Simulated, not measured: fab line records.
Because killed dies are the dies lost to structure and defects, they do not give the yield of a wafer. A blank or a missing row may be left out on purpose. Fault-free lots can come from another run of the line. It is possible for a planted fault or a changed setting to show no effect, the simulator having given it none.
Comparing a struck lot with a sound one    flow n5-finfet    15 out of 1938 route steps
Sound: wafers L856.1, L856.2, L856.5. Struck: wafer L873.2 (left out: L873.1, L873.6 of the same lot, which were not struck); the cause appears at the end.
For every step that has rows: the tool of each side, followed by ch and its chambers, followed by its first start. Under that, the readings that differ: sound wafers    struck wafers    difference of the means    sigmas: that difference in standard deviations of wafers without a fault.
alike: words and numbers the same on both sides, and readings whose means are apart by under 2 such deviations; not compared: readings that were withheld, readings missing a value for some wafer, numbers with overlapping values and no deviation given by the record, and bounds like >300 which may hide the same value.
Wherever a step has rows on one side only, a row that says differs or no value, or a row with sigmas, the two part there. Numbers that have no deviation but don't overlap get no sigmas and don't part them. Lack of a reading on every wafer of one side parts them only where that side has two or more wafers.

N5_ZERO_LAYER_PECVD_02: deposits SiO2 from SiH4/N2O, target thk 10 nm, time 6 s.
  sound on pecvd-02 ch 1,2, day 2 12:17; struck on pecvd-02 ch 1, day 6 18:17
  alike: heater-power-w, showerhead-plenum-p-Torr
then, 8 steps without rows for these wafers: N5_ZERO_LAYER_HMDS_04 (time 60 s); N5_ZERO_LAYER_COAT_05 (resist thk 1000 nm); N5_ZERO_LAYER_EBR_07; N5_ZERO_LAYER_SOFTBAKE_06 (time 90 s); N5_ZERO_LAYER_EXPOSE_08 (exposes mask ZERO, defocus 0 nm, target cd 2000 nm); N5_ZERO_LAYER_PEB_09; N5_ZERO_LAYER_DEVELOP_10 (develop time 60 s); N5_ZERO_LAYER_HARDBAKE_23 (time 120 s).
N5_ZERO_LAYER_CD_MEAS_11: the cd target is 2000 nm.
  sound on cd-sem-03 ch 0, day 2 12:38; struck on cd-sem-03 ch 0, day 6 18:38
  alike: cd-nm
N5_ZERO_LAYER_DESCUM_16: chemistry O2, time 7.9 s.
  sound on rie-diel-05 ch 0,1, day 2 12:41; struck on rie-diel-06 ch 1, day 6 19:11
  alike: drypump-motor-current-A, oes-product-au, rf-vpp-V, showerhead-plenum-p-Torr, throttle-valve-pct
  not compared: rf-hours-counter-h
N5_ZERO_LAYER_ETCH_17: etches SiO2 in CF4, target depth 12 nm, time 13.3 s.
  sound on rie-diel-05 ch 0,1, day 2 12:43; struck on rie-diel-06 ch 1, day 6 19:13
reading               sound             struck  difference  sigmas
cf4-flow-sccm (sccm)  100.1 100.0 99.8  100.7   +0.7        +2
  alike: drypump-motor-current-A, oes-product-au, rf-vpp-V, showerhead-plenum-p-Torr, throttle-valve-pct
  not compared: rf-hours-counter-h
N5_ZERO_LAYER_ETCH_18: etches Si in HBr/Cl2, target depth 120 nm, time 40 s.
  sound on rie-si-02 ch 0,2,3, day 2 12:47; struck on rie-si-05 ch 3, day 6 19:18
reading                                 sound              struck  difference  sigmas
drypump-motor-current-A (A)             5.9 5.4 5.2        6.8     +1.3        +3
model.ZERO_LAYER.feature-depth-nm (nm)  117.3 118.3 118.1  105     -13         
model.etch.depth-nm (nm)                117.3 118.3 118.1  105     -13         
  alike: HBr_flow_sccm, oes-product-au, throttle-valve-pct
  not compared: rf-hours-counter-h, model.coat_of_ZERO_LAYER_COAT_05.thk-nm
N5_ZERO_LAYER_STRIP_24: strips in O2.
  sound on plasma-asher-01 ch 0,1, day 2 12:53; struck on plasma-asher-02 ch 0, day 6 19:24
reading             sound        struck  difference  sigmas
heater-power-w (W)  301 342 292  370     +58         +2
  alike: drypump-motor-current-A, oes-product-au, strip-time-to-endpoint-s
  not compared: rf-hours-counter-h
then, 1 step without rows for these wafers: N5_PASSIVATION_PROBE_49.

== WHERE THEY PART ==
First at N5_ZERO_LAYER_ETCH_17; last, within this record, at N5_ZERO_LAYER_STRIP_24.

WHY: what the simulator had put in
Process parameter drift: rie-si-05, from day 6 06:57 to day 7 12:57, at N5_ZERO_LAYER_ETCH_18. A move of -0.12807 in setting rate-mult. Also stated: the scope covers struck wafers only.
